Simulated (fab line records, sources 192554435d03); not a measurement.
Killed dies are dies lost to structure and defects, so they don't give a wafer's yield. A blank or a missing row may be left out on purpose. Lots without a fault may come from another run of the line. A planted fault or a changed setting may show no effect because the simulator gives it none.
Which tool did it? | flow n5_finfet | 12 lots, 36 wafers sampled, at 1 step of a route of 1938

WHAT THE GAUGES READ, wafer by wafer
N5_BEOL_M3_OCD_MEAS_38.
lot  | measured     | on     | trench_depth_nm (nm)
L076 | day 8 02:11  | ocd-02 | 56.0 53.9 54.4
L077 | day 8 11:47  | ocd-01 | 54.0 55.6 57.0
L079 | day 9 06:57  | ocd-02 | 56.3 56.7 55.9
L083 | day 9 15:51  | ocd-02 | 54.5 55.2 56.9
L084 | day 10 18:05 | ocd-02 | 55.4 57.0 55.9
L085 | day 10 21:07 | ocd-01 | 56.3 57.4 55.6
L086 | day 11 03:02 | ocd-02 | 57.1 57.3 55.6
L089 | day 11 10:49 | ocd-01 | 56.0 55.4 56.2
L092 | day 12 08:08 | ocd-02 | 55.2 56.4 55.7
L091 | day 12 13:35 | ocd-02 | 56.1 57.1 54.1
L094 | day 13 01:43 | ocd-02 | 56.3 55.7 55.7
L097 | day 13 19:25 | ocd-02 | 55.8 57.3 57.4

WHICH TOOL RAN EACH LOT (tool, then ch and the chambers of the sampled wafers, then the start)
The record holds no process step before these readings.

THE ANSWER, worked out from the rows above alone
Rule: what is usual is taken from the lots themselves. Put in order of their means at a reading, lots are off if they are a third of the lots or fewer, leave a main group of 4 or more, and stand apart from it by a gap of 3 or more times the standard deviation of the main group's means; of several such gaps the widest counts. A main group whose means are all the same, to the digits that the tables above print for the reading, isn't used. A lot without any number at a reading at which 4 lots or more have one is off too. The other lots that the step has rows for count as sound.
No lot is off at any reading shown: from this, nothing can be told.

WHAT THE SIMULATOR HAD PUT IN
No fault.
